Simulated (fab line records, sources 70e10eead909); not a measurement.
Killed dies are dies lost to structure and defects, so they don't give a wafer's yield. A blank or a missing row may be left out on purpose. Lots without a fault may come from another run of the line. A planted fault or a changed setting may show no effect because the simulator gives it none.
A struck lot beside a sound one | flow nand_harc | 15 steps out of a route of 1302
Sound: wafers L961.1, L961.4, L961.5. Struck: wafers L971.2, L971.3, L971.4. The cause comes at the end.
At each step with rows: each side's tool, then ch and its chambers, then its first start. Under that, the readings that differ: sound wafers | struck wafers | difference of the means | sigmas: that difference in standard deviations of wafers without a fault.
alike: readings whose means differ by less than 2 such deviations, and words and numbers that are the same on both sides. not compared: withheld readings, readings that some wafer has no value for, bounds like >300 that may hide the same value, and numbers for which the record gives no deviation and whose values overlap.
The two part at a step that has a row with sigmas, a row that says differs or no value, or rows on one side only. Numbers that don't overlap but have no deviation are shown without sigmas and don't part them. A reading that every wafer of one side lacks parts them only if that side has two wafers or more.

NHARC_A_ONON_D2_THK_MEAS_14: measures by ellipsometry.
  sound on film_metro-02, day 15 18:44; struck on film_metro-01, day 19 12:08
  alike: thk_nm
then, 2 steps without rows for these wafers: NHARC_A_ONON_D2_ANNEAL_15 (time 3600 s); NHARC_A_ONON_D2_DEP_16 (target thk 1000 nm).
NHARC_A_ONON_D2_THK_MEAS_18: measures by ellipsometry.
  sound on film_metro-01, day 16 02:26; struck on film_metro-01, day 19 19:14
  alike: thk_nm
then, 1 step without rows for these wafers: NHARC_A_ONON_D2_DEP_19 (target thk 1000 nm).
NHARC_A_ONON_D2_THK_MEAS_21: measures by ellipsometry.
  sound on film_metro-01, day 16 03:00; struck on film_metro-01, day 19 19:48
  reading     | sound       | struck         | difference | sigmas
  thk_nm (nm) | 986 984 988 | 1016 1017 1017 | +31        | +3
then, 1 step without rows for these wafers: NHARC_A_ONON_D2_DEP_22 (target thk 1000 nm).
NHARC_A_ONON_D2_THK_MEAS_24: measures by ellipsometry.
  sound on film_metro-02, day 16 03:34; struck on film_metro-01, day 19 20:22
  alike: thk_nm
then, 1 step without rows for these wafers: NHARC_A_ONON_D2_DEP_25 (target thk 1000 nm).
NHARC_A_ONON_D2_THK_MEAS_27: measures by ellipsometry.
  sound on film_metro-02, day 16 04:08; struck on film_metro-02, day 19 20:56
  reading     | sound          | struck      | difference | sigmas
  thk_nm (nm) | 1006 1003 1004 | 985 983 986 | -20        | -2
then, 1 step without rows for these wafers: NHARC_A_ONON_D2_DEP_28 (target thk 1000 nm).
NHARC_A_ONON_D2_THK_MEAS_30: measures by ellipsometry.
  sound on film_metro-02, day 16 04:42; struck on film_metro-02, day 19 21:30
  alike: thk_nm
NHARC_A_ONON_D2_DEP_33: deposits SiO2, target thk 200 nm.
  sound on pecvd-02 ch 0,1, day 16 04:46; struck on pecvd-01 ch 0,2, day 19 21:36
  reading            | sound             | struck               | difference | sigmas
  rf_fwd_power_W (W) | 888.5 898.4 896.3 | 1008.1 1004.0 1007.1 | +112.0     | +37
  alike: heater_power_w, mfc_precursor_sccm, throttle_valve_pct
NHARC_A_ONON_D2_THK_MEAS_34: measures by ellipsometry.
  sound on film_metro-02, day 16 05:11; struck on film_metro-02, day 19 21:58
  reading     | sound             | struck            | difference | sigmas
  thk_nm (nm) | 195.6 201.3 202.9 | 203.8 205.5 207.5 | +5.7       | +2
-- the record jumps here: 12 days lie between the struck wafers' starts before and after (it left off in module A_ONON_D2 and takes up again in module END, whose first step shown is number 1302 of the route) --
NHARC_END_SORT_01:
  sound on prober-02 ch 0, day 27 18:23; struck on prober-01 ch 0, day 31 22:59
  alike: killed_at_array, killed_at_other, killed_at_periphery, killed_dies, killed_open, killed_short

WHERE THEY PART
First at NHARC_A_ONON_D2_THK_MEAS_21; last, within this record, at NHARC_A_ONON_D2_THK_MEAS_34. Later steps at which nothing parts them and some readings are alike: NHARC_END_SORT_01.

WHY: what the simulator had put in
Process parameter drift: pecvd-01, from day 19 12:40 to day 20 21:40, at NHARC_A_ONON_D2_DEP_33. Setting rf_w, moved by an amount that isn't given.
